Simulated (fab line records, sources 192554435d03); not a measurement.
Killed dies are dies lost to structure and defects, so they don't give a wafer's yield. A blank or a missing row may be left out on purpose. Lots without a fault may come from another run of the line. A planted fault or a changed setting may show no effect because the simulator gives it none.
Which tool did it? | flow n5_finfet | 24 lots, 72 wafers sampled, at 5 steps of a route of 1938

WHAT THE GAUGES READ, wafer by wafer
N5_ZERO_LAYER_CD_MEAS_11: target cd 2000 nm. Usual: cd_nm 2000.1 nm, standard deviation 2.
lot  | measured    | on        | cd_nm (nm)           | flag
L074 | day 1 12:38 | cd_sem-02 | 2001.0 2000.1 1998.9 |
L075 | day 1 18:46 | cd_sem-03 | 1998.8 2000.2 2001.9 |
L076 | day 2 00:47 | cd_sem-01 | 1999.7 2002.3 1998.8 |
L077 | day 2 06:38 | cd_sem-02 | 1997.6 1999.9 1998.3 |
L078 | day 2 12:47 | cd_sem-03 | 2000.1 2001.5 2000.9 |
L079 | day 2 18:46 | cd_sem-03 | 1998.8 1997.3 1997.2 |
L080 | day 3 00:46 | cd_sem-03 | 2002.0 2003.9 2005.0 |
L081 | day 3 06:38 | cd_sem-03 | 1999.6 2001.0 2004.8 |
L082 | day 3 12:38 | cd_sem-03 | 1998.5 2000.8 1999.3 |
L083 | day 3 18:38 | cd_sem-01 | 1999.1 2001.8 1997.7 |
L084 | day 4 00:46 | cd_sem-02 | 1999.7 1999.8 2003.1 |
L085 | day 4 06:47 | cd_sem-02 | 1999.0 1997.7 1999.9 |
L086 | day 4 12:38 | cd_sem-01 | 2000.5 1997.3 1999.6 |
L087 | day 4 18:46 | cd_sem-02 | 1998.2 2002.1 1997.6 |
L088 | day 5 00:38 | cd_sem-02 | 2000.2 1997.4 1997.2 |
L089 | day 5 06:39 | cd_sem-01 | 1997.2 2003.6 1999.8 |
L090 | day 5 12:46 | cd_sem-01 | 1999.7 2000.7 1998.0 |
L091 | day 5 18:46 | cd_sem-01 | 2001.0 2001.0 2003.7 |
L092 | day 6 00:38 | cd_sem-03 | 1997.6 1999.6 1998.9 |
L093 | day 6 06:47 | cd_sem-01 | 1996.2 1999.2 1996.5 |
L094 | day 6 12:46 | cd_sem-01 | 2002.7 2001.4 1999.2 |
L095 | day 6 18:41 | cd_sem-03 | 2001.2 1998.1 1999.7 |
L096 | day 7 00:47 | cd_sem-01 | 2000.9 2001.3 1997.5 |
L097 | day 7 06:46 | cd_sem-02 | 1999.0 1998.3 1998.6 |

N5_PMOS_HMC_CHANNEL_EPI_INSPECT_30: inspects for defects (darkfield). Usual: raw_defect_count 18, standard deviation 5.7.
lot  | measured    | on                | raw_defect_count | flag
L074 | day 1 21:31 | defect_inspect-02 | 24 13 17         |
L075 | day 2 03:13 | defect_inspect-01 | 21 16 16         |
L076 | day 2 12:21 | defect_inspect-01 | 20 12 15         |
L077 | day 2 14:07 | defect_inspect-01 | 15 23 14         |
L078 | day 2 20:18 | defect_inspect-02 | 22 15 20         |
L079 | day 3 02:12 | defect_inspect-01 | 8 10 16          |
L080 | day 3 09:04 | defect_inspect-02 | 21 17 17         |
L081 | day 3 14:34 | defect_inspect-02 | 17 14 27         |
L082 | day 3 20:20 | defect_inspect-02 | 16 23 17         |
L083 | day 4 08:17 | defect_inspect-01 | 16 15 20         |
L084 | day 4 08:29 | defect_inspect-01 | 12 27 16         |
L085 | day 4 14:20 | defect_inspect-01 | 13 16 20         |
L086 | day 4 20:28 | defect_inspect-01 | 11 24 9          |
L087 | day 5 03:14 | defect_inspect-01 | 12 22 13         |
L088 | day 5 12:28 | defect_inspect-02 | 15 13 25         |
L089 | day 5 14:37 | defect_inspect-01 | 13 19 13         |
L090 | day 5 22:05 | defect_inspect-02 | 15 20 16         |
L091 | day 6 02:21 | defect_inspect-01 | 5 16 15          |
L092 | day 6 10:02 | defect_inspect-01 | 29 20 15         |
L093 | day 6 17:12 | defect_inspect-01 | 11 27 20         |
L094 | day 6 20:40 | defect_inspect-02 | 38 14 16         |
L095 | day 7 02:50 | defect_inspect-01 | 16 18 25         |
L096 | day 7 09:04 | defect_inspect-01 | 27 22 16         |
L097 | day 7 14:04 | defect_inspect-02 | 23 21 26         |

N5_FIN_SAQP_THK_MEAS_07. Usual: thk_nm 59.9 nm, standard deviation 0.88.
lot  | measured    | on            | thk_nm (nm)    | flag
L074 | day 1 22:26 | film_metro-01 | 60.9 59.9 60.0 |
L075 | day 2 04:09 | film_metro-02 | 58.6 60.4 59.2 |
L076 | day 2 13:16 | film_metro-02 | 60.6 59.8 59.9 |
L077 | day 2 14:59 | film_metro-02 | 60.2 61.0 59.5 |
L078 | day 2 21:23 | film_metro-01 | 58.5 59.7 59.9 |
L079 | day 3 03:04 | film_metro-01 | 58.8 58.7 60.4 |
L080 | day 3 09:55 | film_metro-01 | 57.5 59.0 60.0 |
L081 | day 3 15:25 | film_metro-02 | 59.6 59.8 61.1 |
L082 | day 3 21:22 | film_metro-02 | 59.8 61.0 61.6 |
L083 | day 4 09:08 | film_metro-02 | 60.0 60.0 61.2 |
L084 | day 4 09:35 | film_metro-02 | 58.0 59.3 59.9 |
L085 | day 4 16:02 | film_metro-01 | 59.3 60.6 58.8 |
L086 | day 4 21:19 | film_metro-01 | 57.8 58.7 59.4 |
L087 | day 5 04:05 | film_metro-01 | 60.2 59.2 60.0 |
L088 | day 5 13:31 | film_metro-01 | 60.8 59.6 61.7 |
L089 | day 5 15:27 | film_metro-01 | 59.7 58.6 60.6 |
L090 | day 5 22:56 | film_metro-02 | 59.5 60.4 59.2 |
L091 | day 6 03:11 | film_metro-01 | 58.5 59.4 60.7 |
L092 | day 6 10:56 | film_metro-02 | 58.9 59.5 59.5 |
L093 | day 6 18:32 | film_metro-02 | 61.3 61.5 61.0 |
L094 | day 6 21:30 | film_metro-01 | 58.9 59.8 59.5 |
L095 | day 7 04:07 | film_metro-01 | 58.9 60.1 61.9 |
L096 | day 7 09:54 | film_metro-01 | 59.5 61.1 60.6 |
L097 | day 7 15:28 | film_metro-01 | 60.7 60.1 61.2 |

WHICH TOOL RAN EACH LOT (tool, then ch and the chambers of the sampled wafers, then the start)
lot  | N5_PMOS_HMC_CHANNEL_EPI_HM_DEP_34 | N5_FIN_SAQP_PECVD_06
L074 | pecvd-02 ch 0,1,2, day 1 17:40    | pecvd-04 ch 0,1,2, day 1 22:20
L075 | pecvd-01 ch 0,2, day 1 22:53      | pecvd-04 ch 0,2, day 2 04:04
L076 | pecvd-01 ch 0,1,2, day 2 08:10    | pecvd-02 ch 0,1, day 2 13:10
L077 | pecvd-01 ch 0,1,2, day 2 10:39    | pecvd-04 ch 0,1,2, day 2 14:53
L078 | pecvd-03 ch 0,1,2, day 2 16:57    | pecvd-03 ch 0,2, day 2 21:18
L079 | pecvd-02 ch 0,1, day 2 22:58      | pecvd-03 ch 0,1,2, day 3 02:58
L080 | pecvd-02 ch 0,1,2, day 3 05:20    | pecvd-04 ch 0,1, day 3 09:49
L081 | pecvd-01 ch 0,2, day 3 10:56      | pecvd-04 ch 0,1, day 3 15:19
L082 | pecvd-03 ch 1,2, day 3 16:35      | pecvd-02 ch 0,2, day 3 21:17
L083 | pecvd-03 ch 0,2, day 4 04:20      | pecvd-03 ch 1,2, day 4 09:02
L084 | pecvd-01 ch 0,1,2, day 4 05:23    | pecvd-03 ch 0,1,2, day 4 09:29
L085 | pecvd-02 ch 0,1, day 4 10:59      | pecvd-03 ch 0,1,2, day 4 15:56
L086 | pecvd-03 ch 1,2, day 4 17:08      | pecvd-03 ch 0,1,2, day 4 21:13
L087 | pecvd-03 ch 0,2, day 4 23:38      | pecvd-02 ch 0,1,2, day 5 03:59
L088 | pecvd-03 ch 0,2, day 5 09:11      | pecvd-04 ch 0,1,2, day 5 13:25
L089 | pecvd-03 ch 0,1,2, day 5 11:31    | pecvd-03 ch 0,1,2, day 5 15:22
L090 | pecvd-02 ch 0,1, day 5 17:46      | pecvd-02 ch 0,1, day 5 22:50
L091 | pecvd-02 ch 0,1,2, day 5 23:08    | pecvd-03 ch 0,1,2, day 6 03:06
L092 | pecvd-03 ch 0,1, day 6 05:34      | pecvd-04 ch 0,1, day 6 10:51
L093 | pecvd-03 ch 0,1,2, day 6 13:35    | pecvd-02 ch 0,1,2, day 6 18:28
L094 | pecvd-02 ch 0,2, day 6 17:13      | pecvd-03 ch 0,2, day 6 21:25
L095 | pecvd-01 ch 0,1,2, day 6 22:56    | pecvd-04 ch 0,2, day 7 04:01
L096 | pecvd-02 ch 1,2, day 7 05:17      | pecvd-03 ch 0,1,2, day 7 09:49
L097 | pecvd-01 ch 0,1,2, day 7 10:58    | pecvd-02 ch 0,1, day 7 15:23
- N5_PMOS_HMC_CHANNEL_EPI_HM_DEP_34: deposits SiO2 from TEOS/O2, target thk 36 nm, time 6.9 s.
- N5_FIN_SAQP_PECVD_06: deposits a-Si from SiH4/He, target thk 60 nm, time 48.1 s.

WHAT THE TOOLS THEMSELVES READ (means of the sampled wafers that have a number; where no wafer has one, the mark that the record gives instead)
N5_PMOS_HMC_CHANNEL_EPI_HM_DEP_34. Usual: chamber_pressure_Torr 6.501 Torr, standard deviation 0.013; heater_power_w 529 W, standard deviation 80; showerhead_plenum_p_Torr 8.35 Torr, standard deviation 0.041; throttle_valve_pct 18.5 %, standard deviation 0.93.
lot  | tool     | chamber_pressure_Torr (Torr) | heater_power_w (W) | showerhead_plenum_p_Torr (Torr) | throttle_valve_pct (%) | flag
L074 | pecvd-02 | 6.503                        | 538                | 8.36                            | 18.5                   |
L075 | pecvd-01 | 6.484                        | 514                | 8.31                            | 17.8                   |
L076 | pecvd-01 | 6.507                        | 537                | 8.29                            | 18.2                   |
L077 | pecvd-01 | 6.500                        | 582                | 8.27                            | 18.3                   |
L078 | pecvd-03 | 6.507                        | 485                | 8.37                            | 18.7                   |
L079 | pecvd-02 | 6.484                        | 605                | 8.38                            | 19.2                   |
L080 | pecvd-02 | 6.510                        | 622                | 8.37                            | 18.2                   |
L081 | pecvd-01 | 6.502                        | 478                | 8.32                            | 17.8                   |
L082 | pecvd-03 | 6.498                        | 463                | 8.39                            | 18.4                   |
L083 | pecvd-03 | 6.507                        | 457                | 8.38                            | 18.4                   |
L084 | pecvd-01 | 6.501                        | 557                | 8.30                            | 18.1                   |
L085 | pecvd-02 | 6.497                        | 601                | 8.38                            | 19.2                   |
L086 | pecvd-03 | 6.495                        | 471                | 8.38                            | 18.8                   |
L087 | pecvd-03 | 6.504                        | 432                | 8.37                            | 18.6                   |
L088 | pecvd-03 | 6.497                        | 480                | 8.37                            | 18.2                   |
L089 | pecvd-03 | 6.498                        | 453                | 8.38                            | 18.7                   |
L090 | pecvd-02 | 6.499                        | 609                | 8.38                            | 19.2                   |
L091 | pecvd-02 | 6.512                        | 561                | 8.35                            | 18.2                   |
L092 | pecvd-03 | 6.505                        | 523                | 8.37                            | 19.3                   |
L093 | pecvd-03 | 6.505                        | 470                | 8.38                            | 18.8                   |
L094 | pecvd-02 | 6.486                        | 617                | 8.35                            | 18.3                   |
L095 | pecvd-01 | 6.498                        | 542                | 8.28                            | 18.2                   |
L096 | pecvd-02 | 6.504                        | 554                | 8.35                            | 17.3                   |
L097 | pecvd-01 | 6.508                        | 508                | 8.30                            | 18.4                   |

N5_FIN_SAQP_PECVD_06. Usual: chamber_pressure_Torr 3.000 Torr, standard deviation 0.0069; heater_power_w 818 W, standard deviation 90; showerhead_plenum_p_Torr 5.69 Torr, standard deviation 0.032; throttle_valve_pct 18.0 %, standard deviation 1.
lot  | tool     | chamber_pressure_Torr (Torr) | heater_power_w (W) | showerhead_plenum_p_Torr (Torr) | throttle_valve_pct (%) | flag
L074 | pecvd-04 | 2.998                        | 861                | 5.65                            | 17.9                   |
L075 | pecvd-04 | 2.997                        | 861                | 5.65                            | 18.8                   |
L076 | pecvd-02 | 3.000                        | 911                | 5.70                            | 18.6                   |
L077 | pecvd-04 | 2.997                        | 879                | 5.65                            | 17.9                   |
L078 | pecvd-03 | 3.003                        | 770                | 5.72                            | 17.7                   |
L079 | pecvd-03 | 3.003                        | 733                | 5.70                            | 18.3                   |
L080 | pecvd-04 | 2.997                        | 860                | 5.65                            | 18.6                   |
L081 | pecvd-04 | 2.998                        | 785                | 5.65                            | 18.6                   |
L082 | pecvd-02 | 3.009                        | 783                | 5.67                            | 16.6                   |
L083 | pecvd-03 | 2.997                        | 773                | 5.71                            | 18.3                   |
L084 | pecvd-03 | 3.000                        | 746                | 5.71                            | 18.3                   |
L085 | pecvd-03 | 3.006                        | 755                | 5.71                            | 18.4                   |
L086 | pecvd-03 | 2.996                        | 737                | 5.71                            | 18.2                   |
L087 | pecvd-02 | 3.001                        | 788                | 5.68                            | 17.7                   |
L088 | pecvd-04 | 2.999                        | 828                | 5.65                            | 18.1                   |
L089 | pecvd-03 | 2.994                        | 788                | 5.71                            | 18.4                   |
L090 | pecvd-02 | 3.001                        | 942                | 5.71                            | 18.8                   |
L091 | pecvd-03 | 3.000                        | 765                | 5.71                            | 18.2                   |
L092 | pecvd-04 | 3.002                        | 819                | 5.64                            | 18.6                   |
L093 | pecvd-02 | 2.997                        | 870                | 5.68                            | 17.8                   |
L094 | pecvd-03 | 2.995                        | 713                | 5.72                            | 17.6                   |
L095 | pecvd-04 | 3.003                        | 863                | 5.66                            | 18.7                   |
L096 | pecvd-03 | 3.003                        | 710                | 5.72                            | 18.3                   |
L097 | pecvd-02 | 2.999                        | 913                | 5.71                            | 18.8                   |

THE ANSWER, worked out from the rows above alone
Rule: a lot is off if the mean of its wafers that have a number lies more than 3 standard deviations from the usual mean. A lot without any number at a reading at which 4 lots or more have one is off too. The other lots that the step has rows for count as sound. The gauges are gone through in route order, then the tools' own readings, and for those a lot's mean is taken as printed above. The first step at which some lot is off is used, and at that step the reading that is off furthest; a lot without a number counts as furthest.
No lot is off at any reading shown: from this, nothing can be told.

WHAT THE SIMULATOR HAD PUT IN
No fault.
